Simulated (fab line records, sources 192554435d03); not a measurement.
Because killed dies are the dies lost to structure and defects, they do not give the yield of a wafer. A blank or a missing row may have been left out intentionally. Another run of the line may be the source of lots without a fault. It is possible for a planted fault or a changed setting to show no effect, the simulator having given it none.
A struck lot beside a sound one -- flow n5Finfet -- 15 out of 1938 route steps
Sound: wafers L764.2, L764.5, L764.6. Struck: wafers L773.1, L773.4. (L773.5 of the same lot was not struck and is left out.) The cause comes at the end.
Order at every step that has rows: each side's tool, ch and its chambers, its first start. Under that, the readings that differ: sound wafers -- struck wafers -- difference of the means -- sigmas: that difference in standard deviations of wafers without a fault.
alike: words and numbers the same on both sides, and readings whose means are apart by under 2 such deviations; not compared: readings that were withheld, readings missing a value for some wafer, numbers with overlapping values and no deviation given by the record, and bounds like >300 which may hide the same value.
A row with sigmas, a row that says differs or no value, or rows on one side alone: a step with any of these is where the two part. Non-overlapping numbers with no deviation appear without sigmas and do not part them. A reading that every wafer of one side lacks parts them only if that side has two wafers or more.

first, 7 steps without rows for these wafers: N5_BEOL_M12_COAT_22 (resist thk 300 nm); N5_BEOL_M12_EBR_24; N5_BEOL_M12_SOFTBAKE_23 (time 60 s); N5_BEOL_M12_EXPOSE_25 (exposes mask M12); N5_BEOL_M12_PEB_26 (peb time 90 s); N5_BEOL_M12_DEVELOP_27 (develop time 45 s); N5_BEOL_M12_HARDBAKE_32 (time 120 s).
N5_BEOL_M12_CD_MEAS_28: the cd target is 160.2 nm.
  sound on cdSem-02 ch 0, day 13 07:52; struck on cdSem-02 ch 0, day 15 03:37
  alike: cdNm
N5_BEOL_M12_OVL_MEAS_29:
  sound on overlay-01 ch 0, day 13 07:54; struck on overlay-02 ch 0, day 15 03:39
  alike: M12_OVL
N5_BEOL_M12_INSPECT_30: inspects for defects (macro).
  sound: defectInspect-02 at day 13 07:55; struck: defectInspect-01 at day 15 03:41
  alike: rawDefectCount
N5_BEOL_M12_DESCUM_33: chemistry O2, time 7.9 s.
  sound on rieDiel-01 ch 0,1, day 13 07:57; struck on rieDiel-01 ch 2,3, day 15 03:43
reading,sound,struck,difference,sigmas
showerheadPlenumPTorr (Torr),1.98 1.98 2.13,2.20 2.18,+0.16,+2
  alike: drypumpMotorCurrentA, oesProductAu, rfVppV, throttleValvePct
  not compared: rfHoursCounterH
N5_BEOL_M12_ETCH_67: etches SiARC in CF4, target depth 143 nm, time 238.3 s.
  sound on rieDiel-01 ch 0,1, day 13 07:59; struck on rieDiel-01 ch 2,3, day 15 03:46
reading,sound,struck,difference,sigmas
showerheadPlenumPTorr (Torr),2.03 2.03 2.18,2.24 2.23,+0.16,+2
  alike: drypumpMotorCurrentA, etchRfOnTimeS, oesProductAu, rfVppV, throttleValvePct
  not compared: rfHoursCounterH
N5_BEOL_M12_ETCH_68: etches SOC in N2/H2, time 285 s.
  sound on rieDiel-01 ch 0,1, day 13 08:08; struck on rieDiel-01 ch 2,3, day 15 03:59
reading,sound,struck,difference,sigmas
rfVppV (V),521.2 519.9 525.8,527.8 527.8,+5.5,+2
showerheadPlenumPTorr (Torr),2.41 2.41 2.59,2.66 2.67,+0.19,+2
model.SiARC_of_BEOL_M12_COAT_66.thkNm (nm),86.6 86.8 86.4,94 94,+7,
  alike: drypumpMotorCurrentA, oesProductAu, throttleValvePct
  not compared: rfHoursCounterH
then, 1 step without rows for these wafers: N5_BEOL_M12_STRIP_69 (strips in N2/H2).
N5_PASSIVATION_PROBE_49:
  record: rows for the struck wafers here (prober-01, day 16 19:47), none for the sound ones

## WHERE THEY PART
First at N5_BEOL_M12_DESCUM_33; last, within this record, at N5_PASSIVATION_PROBE_49.

WHY: what had been put in by the simulator
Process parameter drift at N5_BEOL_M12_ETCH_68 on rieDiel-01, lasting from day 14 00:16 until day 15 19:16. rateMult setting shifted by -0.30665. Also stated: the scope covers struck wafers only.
